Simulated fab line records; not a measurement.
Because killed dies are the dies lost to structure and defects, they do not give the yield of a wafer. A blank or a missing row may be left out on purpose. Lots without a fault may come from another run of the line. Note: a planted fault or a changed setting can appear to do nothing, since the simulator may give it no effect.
The tool behind it: which one?	flow nand_harc	66 wafers from 22 lots sampled at 6 of the route's 1302 steps

WHAT THE GAUGES READ, wafer by wafer
The record lacks any reading of a measuring or inspecting step that a usual standard deviation could be used to judge.

TOOL THAT RAN EACH LOT (tool first, then ch and the chambers of the sampled wafers, then the start)
lot	NHARC_A_STAIRCASE_TRIM_189	NHARC_A_STAIRCASE_ETCH_194	NHARC_A_STAIRCASE_TRIM_198	NHARC_A_STAIRCASE_TRIM_200	NHARC_A_STAIRCASE_TRIM_220	NHARC_A_STAIRCASE_ETCH_227
L074	rie_diel-07 ch 1,3, day 15 23:11 or earlier	rie_diel-07 ch 0,1,3, day 15 23:11 or earlier	rie_diel-07 ch 0,1, day 15 23:11 or earlier	rie_diel-07 ch 0,2, day 15 23:11 or earlier	rie_diel-12 ch 0,2,3, day 15 23:11	rie_diel-12 ch 1,2, no start
L076	rie_diel-04 ch 1,2,3, day 17 01:10 or earlier	rie_diel-04 ch 0,1,3, day 17 01:10 or earlier	rie_diel-04 ch 0,1,3, day 17 01:10 or earlier	rie_diel-04 ch 0,2,3, day 17 01:10 or earlier	rie_diel-07 ch 0,1,3, day 17 01:10	rie_diel-07 ch 0,1,2, no start
L075	rie_diel-07 ch 0,1, day 17 04:41 or earlier	rie_diel-07 ch 0,1, day 17 04:41 or earlier	rie_diel-04 ch 0,3, day 17 04:41 or earlier	rie_diel-04 ch 0,1,3, day 17 04:41 or earlier	rie_diel-07 ch 2,3, day 17 04:41	rie_diel-07 ch 0,3, no start
L077	rie_diel-04 ch 0,3, day 17 14:58 or earlier	rie_diel-04 ch 0,1,2, day 17 14:58 or earlier	rie_diel-04 ch 2,3, day 17 14:58 or earlier	rie_diel-04 ch 0,2, day 17 14:58 or earlier	rie_diel-04 ch 0,3, day 17 14:58	rie_diel-04 ch 0,2,3, no start
L078	rie_diel-12 ch 1,3, day 17 21:10 or earlier	rie_diel-12 ch 1,2, day 17 21:10 or earlier	rie_diel-12 ch 1,3, day 17 21:10 or earlier	rie_diel-12 ch 1,2, day 17 21:10 or earlier	rie_diel-12 ch 1,2,3, day 17 21:10	rie_diel-12 ch 1,2,3, no start
L079	rie_diel-07 ch 0,1,3, day 18 12:13 or earlier	rie_diel-07 ch 0,2,3, day 18 12:13 or earlier	rie_diel-12 ch 1,3, day 18 12:13 or earlier	rie_diel-12 ch 1,2,3, day 18 12:13 or earlier	rie_diel-07 ch 0,3, day 18 12:13	rie_diel-07 ch 0,2,3, no start
L080	rie_diel-04 ch 1,2, day 18 19:08 or earlier	rie_diel-04 ch 0,2,3, day 18 19:08 or earlier	rie_diel-04 ch 0,1, day 18 19:08 or earlier	rie_diel-04 ch 1,2,3, day 18 19:08 or earlier	rie_diel-12 ch 0,1,3, day 18 19:08	rie_diel-12 ch 1,2, no start
L081	rie_diel-12 ch 0,1, day 18 23:34 or earlier	rie_diel-12 ch 0,3, day 18 23:34 or earlier	rie_diel-12 ch 0,2,3, day 18 23:34 or earlier	rie_diel-12 ch 1,2, day 18 23:34 or earlier	rie_diel-04 ch 0,2, day 18 23:34	rie_diel-04 ch 1,2,3, no start
L082	rie_diel-04 ch 0,1, day 19 09:18 or earlier	rie_diel-04 ch 0,1,3, day 19 09:18 or earlier	rie_diel-12 ch 0,1, day 19 09:18 or earlier	rie_diel-12 ch 1,3, day 19 09:18 or earlier	rie_diel-07 ch 0,3, day 19 09:18	rie_diel-07 ch 0,1,3, no start
L083	rie_diel-07 ch 0,3, day 20 06:46 or earlier	rie_diel-07 ch 1,3, day 20 06:46 or earlier	rie_diel-07 ch 0,1,2, day 20 06:46 or earlier	rie_diel-07 ch 1,2,3, day 20 06:46 or earlier	rie_diel-12 ch 0,2,3, day 20 06:46	rie_diel-12 ch 0,2, no start
L084	rie_diel-07 ch 1,3, day 20 09:34 or earlier	rie_diel-07 ch 1,3, day 20 09:34 or earlier	rie_diel-07 ch 0,1,3, day 20 09:34 or earlier	rie_diel-07 ch 2,3, day 20 09:34 or earlier	rie_diel-04 ch 1,3, day 20 09:34	rie_diel-04 ch 1,3, no start
L086	rie_diel-04 ch 0,1, day 21 03:04 or earlier	rie_diel-04 ch 1,3, day 21 03:04 or earlier	rie_diel-07 ch 0,2,3, day 21 03:04 or earlier	rie_diel-07 ch 0,2,3, day 21 03:04 or earlier	rie_diel-07 ch 0,1,2, day 21 03:04	rie_diel-07 ch 0,1,2, no start
L088	rie_diel-07 ch 0,3, day 22 08:59 or earlier	rie_diel-07 ch 0,2,3, day 22 08:59 or earlier	rie_diel-07 ch 1,2,3, day 22 08:59 or earlier	rie_diel-07 ch 1,2,3, day 22 08:59 or earlier	rie_diel-12 ch 0,3, day 22 08:59	rie_diel-12 ch 1,3, no start
L089	rie_diel-12 ch 2,3, day 22 10:16 or earlier	rie_diel-12 ch 0,1,2, day 22 10:16 or earlier	rie_diel-12 ch 1,2, day 22 10:16 or earlier	rie_diel-12 ch 0,1,3, day 22 10:16 or earlier	rie_diel-04 ch 0,3, day 22 10:16	rie_diel-04 ch 1,2,3, no start
L091	rie_diel-07 ch 0,1,3, day 22 23:45 or earlier	rie_diel-07 ch 0,3, day 22 23:45 or earlier	rie_diel-07 ch 0,1, day 22 23:45 or earlier	rie_diel-07 ch 1,3, day 22 23:45 or earlier	rie_diel-07 ch 1,2,3, day 22 23:45	rie_diel-07 ch 0,2,3, no start
L090	rie_diel-12 ch 0,2,3, day 23 02:49 or earlier	rie_diel-12 ch 0,1,3, day 23 02:49 or earlier	rie_diel-12 ch 0,1,2, day 23 02:49 or earlier	rie_diel-12 ch 1,2,3, day 23 02:49 or earlier	rie_diel-12 ch 1,3, day 23 02:49	rie_diel-12 ch 0,1,3, no start
L092	rie_diel-12 ch 0,1,2, day 23 16:48 or earlier	rie_diel-12 ch 0,2,3, day 23 16:48 or earlier	rie_diel-12 ch 2,3, day 23 16:48 or earlier	rie_diel-12 ch 1,2, day 23 16:48 or earlier	rie_diel-12 ch 0,1,2, day 23 16:48	rie_diel-12 ch 1,3, no start
L093	rie_diel-12 ch 1,2,3, day 23 20:46 or earlier	rie_diel-12 ch 0,1,3, day 23 20:46 or earlier	rie_diel-04 ch 1,2,3, day 23 20:46 or earlier	rie_diel-04 ch 0,1,3, day 23 20:46 or earlier	rie_diel-12 ch 0,1,3, day 23 20:46	rie_diel-12 ch 0,2,3, no start
L094	rie_diel-04 ch 0,1, day 24 23:59 or earlier	rie_diel-04 ch 0,2,3, day 24 23:59 or earlier	rie_diel-04 ch 0,1,2, day 24 23:59 or earlier	rie_diel-04 ch 0,1,2, day 24 23:59 or earlier	rie_diel-12 ch 0,1,2, day 24 23:59	rie_diel-12 ch 0,1,2, no start
L095	rie_diel-12 ch 0,1, day 25 00:16 or earlier	rie_diel-12 ch 0,1, day 25 00:16 or earlier	rie_diel-12 ch 0,1, day 25 00:16 or earlier	rie_diel-12 ch 2,3, day 25 00:16 or earlier	rie_diel-04 ch 0,1,2, day 25 00:16	rie_diel-04 ch 1,2,3, no start
L097	rie_diel-07 ch 1,2,3, day 25 14:56 or earlier	rie_diel-07 ch 0,1,3, day 25 14:56 or earlier	rie_diel-12 ch 2,3, day 25 14:56 or earlier	rie_diel-12 ch 2,3, day 25 14:56 or earlier	rie_diel-12 ch 0,1,3, day 25 14:56	rie_diel-12 ch 1,2,3, no start
L096	rie_diel-07 ch 0,1, day 25 15:32 or earlier	rie_diel-07 ch 1,2,3, day 25 15:32 or earlier	rie_diel-07 ch 2,3, day 25 15:32 or earlier	rie_diel-07 ch 1,2, day 25 15:32 or earlier	rie_diel-12 ch 1,2,3, day 25 15:32	rie_diel-12 ch 0,2, no start
- NHARC_A_STAIRCASE_TRIM_189: chemistry O2, time 211.2 s.
- NHARC_A_STAIRCASE_ETCH_194: etches the open film in C4F8/O2, target depth 100 nm, time 40.5 s.
- NHARC_A_STAIRCASE_TRIM_198: chemistry O2, time 211.2 s.
- NHARC_A_STAIRCASE_TRIM_200: chemistry O2, time 211.2 s.
- NHARC_A_STAIRCASE_TRIM_220: chemistry O2, time 211.2 s.
- NHARC_A_STAIRCASE_ETCH_227: etches the open film in C4F8/O2, target depth 100 nm, time 40.5 s.

AS READ BY THE TOOLS THEMSELVES (means over the sampled wafers that have a number; for cases with no such wafer, the mark the record gives instead)
NHARC_A_STAIRCASE_TRIM_189. Usual: drypump_motor_current_A 5.7 A, standard deviation 0.36; oes_product_au 0.999 a.u., standard deviation 0.0067; rf_vpp_V 57.7 V, standard deviation 0.87; showerhead_plenum_p_Torr 3.46 Torr, standard deviation 0.16; throttle_valve_pct 17.037 %, standard deviation 0.0087.
lot	tool	drypump_motor_current_A (A)	oes_product_au (a.u.)	rf_vpp_V (V)	showerhead_plenum_p_Torr (Torr)	throttle_valve_pct (%)	flag
L074	rie_diel-07	5.6	0.999	57.8	3.48	17.035	
L076	rie_diel-04	5.9	1.002	58.6	3.62	17.031	
L075	rie_diel-07	5.5	0.997	57.4	3.33	17.043	
L077	rie_diel-04	6.1	0.996	57.7	3.43	17.029	
L078	rie_diel-12	5.6	0.992	57.6	3.43	17.041	
L079	rie_diel-07	5.6	0.996	56.9	3.41	17.035	
L080	rie_diel-04	5.7	0.999	58.1	3.71	17.037	
L081	rie_diel-12	6.1	0.992	57.2	3.39	17.030	
L082	rie_diel-04	5.7	1.006	57.4	3.45	17.042	
L083	rie_diel-07	5.5	0.997	57.4	3.35	17.037	
L084	rie_diel-07	5.6	0.995	58.0	3.45	17.040	
L086	rie_diel-04	5.7	1.002	58.6	3.62	17.037	
L088	rie_diel-07	5.4	1.005	58.2	3.60	17.036	
L089	rie_diel-12	5.9	1.001	58.0	3.37	17.038	
L091	rie_diel-07	5.6	0.999	58.1	3.57	17.042	
L090	rie_diel-12	6.1	1.001	57.2	3.36	17.044	
L092	rie_diel-12	6.0	1.002	57.5	3.37	17.040	
L093	rie_diel-12	5.7	0.997	58.1	3.39	17.033	
L094	rie_diel-04	5.7	1.003	59.0	3.79	17.033	
L095	rie_diel-12	6.1	1.001	57.3	3.36	17.035	
L097	rie_diel-07	5.5	0.995	57.3	3.41	17.035	
L096	rie_diel-07	5.5	1.005	57.8	3.66	17.035	

NHARC_A_STAIRCASE_ETCH_194. Usual: oes_product_au 0.943 a.u., standard deviation 0.011; rf_fwd_power_W 592 W, standard deviation 3.3; rf_vpp_V 893 V, standard deviation 5.8.
lot	tool	oes_product_au (a.u.)	rf_fwd_power_W (W)	rf_vpp_V (V)	flag
L074	rie_diel-07	0.954	592	892	
L076	rie_diel-04	0.945	590	897	
L075	rie_diel-07	0.934	596	890	
L077	rie_diel-04	0.946	591	896	
L078	rie_diel-12	0.945	588	891	
L079	rie_diel-07	0.949	591	890	
L080	rie_diel-04	0.946	591	892	
L081	rie_diel-12	0.923	593	891	
L082	rie_diel-04	0.948	591	896	
L083	rie_diel-07	0.944	592	893	
L084	rie_diel-07	0.940	592	895	
L086	rie_diel-04	0.921	587	898	
L088	rie_diel-07	0.952	589	896	
L089	rie_diel-12	0.951	592	890	
L091	rie_diel-07	0.930	589	898	
L090	rie_diel-12	0.950	594	891	
L092	rie_diel-12	0.935	592	889	
L093	rie_diel-12	0.948	595	890	
L094	rie_diel-04	0.944	589	898	
L095	rie_diel-12	0.943	592	891	
L097	rie_diel-07	0.941	593	897	
L096	rie_diel-07	0.953	594	891	

NHARC_A_STAIRCASE_TRIM_198. Usual: drypump_motor_current_A 5.7 A, standard deviation 0.4; oes_product_au 0.999 a.u., standard deviation 0.0067; rf_vpp_V 57.7 V, standard deviation 0.94; showerhead_plenum_p_Torr 3.46 Torr, standard deviation 0.16; throttle_valve_pct 17.037 %, standard deviation 0.0098.
lot	tool	drypump_motor_current_A (A)	oes_product_au (a.u.)	rf_vpp_V (V)	showerhead_plenum_p_Torr (Torr)	throttle_valve_pct (%)	flag
L074	rie_diel-07	5.6	0.999	56.8	3.40	17.039	
L076	rie_diel-04	5.9	0.998	57.6	3.53	17.036	
L075	rie_diel-04	6.1	1.001	57.9	3.43	17.039	
L077	rie_diel-04	6.1	0.997	58.1	3.51	17.029	
L078	rie_diel-12	5.4	0.997	57.7	3.44	17.037	
L079	rie_diel-12	5.4	0.991	57.0	3.44	17.034	
L080	rie_diel-04	5.6	1.006	56.9	3.45	17.030	
L081	rie_diel-12	6.1	1.001	57.1	3.38	17.039	
L082	rie_diel-12	6.1	0.993	57.7	3.38	17.036	
L083	rie_diel-07	5.5	0.995	57.1	3.35	17.040	
L084	rie_diel-07	5.5	1.000	58.0	3.40	17.038	
L086	rie_diel-07	5.4	0.994	57.2	3.56	17.032	
L088	rie_diel-07	5.5	1.000	56.9	3.42	17.039	
L089	rie_diel-12	5.8	1.000	57.6	3.37	17.030	
L091	rie_diel-07	5.6	1.000	58.4	3.55	17.030	
L090	rie_diel-12	6.0	1.000	57.5	3.37	17.041	
L092	rie_diel-12	5.9	1.010	57.6	3.37	17.038	
L093	rie_diel-04	5.9	0.999	58.7	3.58	17.027	
L094	rie_diel-04	5.7	1.003	58.9	3.69	17.046	
L095	rie_diel-12	6.1	1.008	57.5	3.36	17.041	
L097	rie_diel-12	5.8	1.004	57.7	3.36	17.034	
L096	rie_diel-07	5.5	1.001	58.2	3.44	17.038	

NHARC_A_STAIRCASE_TRIM_200. Usual: drypump_motor_current_A 5.7 A, standard deviation 0.37; oes_product_au 0.999 a.u., standard deviation 0.0082; rf_vpp_V 57.6 V, standard deviation 1; showerhead_plenum_p_Torr 3.46 Torr, standard deviation 0.15; throttle_valve_pct 17.034 %, standard deviation 0.01.
lot	tool	drypump_motor_current_A (A)	oes_product_au (a.u.)	rf_vpp_V (V)	showerhead_plenum_p_Torr (Torr)	throttle_valve_pct (%)	flag
L074	rie_diel-07	5.4	0.995	57.4	3.34	17.028	
L076	rie_diel-04	5.9	1.000	57.9	3.44	17.032	
L075	rie_diel-04	5.9	1.003	57.5	3.53	17.030	
L077	rie_diel-04	5.6	0.999	57.5	3.45	17.045	
L078	rie_diel-12	5.8	0.990	56.6	3.39	17.033	
L079	rie_diel-12	5.7	0.998	57.9	3.41	17.030	
L080	rie_diel-04	5.9	0.992	57.7	3.61	17.031	
L081	rie_diel-12	5.5	0.989	58.0	3.42	17.034	
L082	rie_diel-12	5.4	0.995	58.1	3.43	17.041	
L083	rie_diel-07	5.5	0.996	56.7	3.43	17.037	
L084	rie_diel-07	5.4	0.995	57.9	3.40	17.034	
L086	rie_diel-07	5.5	0.993	58.0	3.56	17.038	
L088	rie_diel-07	5.5	1.006	58.2	3.42	17.050	
L089	rie_diel-12	5.8	1.004	57.4	3.39	17.039	
L091	rie_diel-07	5.6	1.003	57.2	3.45	17.029	
L090	rie_diel-12	5.7	0.991	57.7	3.39	17.034	
L092	rie_diel-12	5.8	1.007	55.9	3.37	17.032	
L093	rie_diel-04	5.9	1.000	57.1	3.68	17.041	
L094	rie_diel-04	5.7	0.997	56.8	3.69	17.024	
L095	rie_diel-12	6.0	1.003	56.6	3.35	17.031	
L097	rie_diel-12	5.9	1.001	57.1	3.36	17.037	
L096	rie_diel-07	5.6	0.995	56.4	3.38	17.041	

NHARC_A_STAIRCASE_TRIM_220. Usual: drypump_motor_current_A 5.8 A, standard deviation 0.43; oes_product_au 0.999 a.u., standard deviation 0.0075; rf_vpp_V 57.5 V, standard deviation 0.81; showerhead_plenum_p_Torr 3.45 Torr, standard deviation 0.14; throttle_valve_pct 17.036 %, standard deviation 0.0094.
lot	tool	drypump_motor_current_A (A)	oes_product_au (a.u.)	rf_vpp_V (V)	showerhead_plenum_p_Torr (Torr)	throttle_valve_pct (%)	flag
L074	rie_diel-12	6.1	0.996	57.0	3.39	17.034	
L076	rie_diel-07	5.6	1.000	57.4	3.41	17.041	
L075	rie_diel-07	5.4	1.007	56.7	3.47	17.034	
L077	rie_diel-04	5.8	0.998	57.2	3.36	17.047	
L078	rie_diel-12	5.6	0.990	58.2	3.41	17.048	
L079	rie_diel-07	5.4	1.000	58.0	3.36	17.042	
L080	rie_diel-12	5.9	0.999	57.6	3.41	17.034	
L081	rie_diel-04	5.6	0.991	57.2	3.36	17.038	
L082	rie_diel-07	5.4	0.994	56.8	3.35	17.036	
L083	rie_diel-12	6.1	1.003	57.7	3.37	17.036	
L084	rie_diel-04	6.0	0.999	58.0	3.69	17.037	
L086	rie_diel-07	5.5	0.995	58.0	3.53	17.042	
L088	rie_diel-12	6.0	1.008	57.0	3.37	17.032	
L089	rie_diel-04	6.1	0.993	57.7	3.40	17.029	
L091	rie_diel-07	5.5	1.002	57.3	3.42	17.035	
L090	rie_diel-12	5.4	1.001	57.5	3.42	17.034	
L092	rie_diel-12	6.0	0.998	57.2	3.37	17.041	
L093	rie_diel-12	5.8	1.006	57.1	3.38	17.038	
L094	rie_diel-12	5.9	1.001	57.0	3.36	17.044	
L095	rie_diel-04	5.6	0.999	57.8	3.69	17.033	
L097	rie_diel-12	5.8	1.006	57.8	3.38	17.028	
L096	rie_diel-12	5.7	1.003	57.7	3.38	17.029	

NHARC_A_STAIRCASE_ETCH_227. Usual: oes_product_au 0.942 a.u., standard deviation 0.0087; rf_fwd_power_W 591.8 W, standard deviation 2.9; rf_vpp_V 893 V, standard deviation 4.8.
lot	tool	oes_product_au (a.u.)	rf_fwd_power_W (W)	rf_vpp_V (V)	flag
L074	rie_diel-12	0.954	591.8	892	
L076	rie_diel-07	0.938	593.0	890	
L075	rie_diel-07	0.947	587.1	892	
L077	rie_diel-04	0.941	590.5	893	
L078	rie_diel-12	0.931	591.5	891	
L079	rie_diel-07	0.951	589.4	890	
L080	rie_diel-12	0.932	590.6	890	
L081	rie_diel-04	0.936	589.7	898	
L082	rie_diel-07	0.942	590.1	892	
L083	rie_diel-12	0.949	593.9	890	
L084	rie_diel-04	0.945	589.5	903	
L086	rie_diel-07	0.940	595.6	896	
L088	rie_diel-12	0.926	593.0	892	
L089	rie_diel-04	0.947	588.6	898	
L091	rie_diel-07	0.937	592.7	896	
L090	rie_diel-12	0.945	593.1	890	
L092	rie_diel-12	0.936	593.9	892	
L093	rie_diel-12	0.948	592.6	890	
L094	rie_diel-12	0.946	592.0	890	
L095	rie_diel-04	0.939	590.4	897	
L097	rie_diel-12	0.940	590.4	890	
L096	rie_diel-12	0.942	590.7	890	

THE ANSWER, worked out from the rows above alone
Rule: a lot counts as off when the mean over its wafers that have a number is more than 3 standard deviations away from the usual mean. Also off: a lot with no number at a reading for which 4 or more lots have one. Any other lot the step has rows for is counted as sound. The gauges are gone through in route order, then the tools' own readings, and for those a lot's mean is taken as printed above. At the first step where some lot is off, the reading lying furthest off is the one used; lots without a number count as furthest.
None of the lots is off at any reading shown; this tells nothing.

WHAT WAS PUT IN BY THE SIMULATOR
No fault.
